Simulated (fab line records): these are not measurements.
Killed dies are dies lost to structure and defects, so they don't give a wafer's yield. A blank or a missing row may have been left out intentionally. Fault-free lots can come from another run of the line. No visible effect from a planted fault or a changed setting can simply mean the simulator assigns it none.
Matching of chambers -- flow n5_finfet -- N5_BEOL_M1_ILD_DEP_00 on pecvd-03: 3 sister chambers
The step deposits SiOC from DEMS/O2, target thk 79 nm, time 15.3 s. 6 wafers are shown with their chamber, then 6 later ones without.

## WAFERS WITH THEIR CHAMBER
wafer,chamber,showerhead_vpp_V (V),heater_power_w (W)
L604.3,1,1341,626
L609.4,1,1358,611
L609.5,2,1530,508
L612.1,2,1536,516
L612.2,0,1450,406
L612.4,0,1425,419

## WAFERS WITHOUT THEIR CHAMBER
wafer,showerhead_vpp_V (V),heater_power_w (W)
L615.1,1490,514
L615.3,1423,464
L617.1,1547,493
L617.5,1445,430
L622.5,1418,383
L622.6,1519,546

## CHAMBER TAKEN BY EACH
wafer,from the rows above,in truth
L615.1,2,2
L615.3,0,0
L617.1,2,2
L617.5,0,0
L622.5,0,0
L622.6,2,2
Correct placement for 6 of the 6. From these rows, 0 cannot be placed. 0 placed wrongly.
How it was worked out, from the rows above alone: a wafer's distance from a chamber is the root of the sum, over the readings, of the square of ((its reading less the chamber's mean) divided by the reading's scatter). The wafer belongs to the nearest chamber; if the next one is less than 2 further off, it can't be placed. A chamber's mean is the mean of its shown wafers. How the scatter is found: for the shown wafers, subtract from each reading the mean of its chamber, square and add these, divide the total by (wafers less chambers), then take the root.
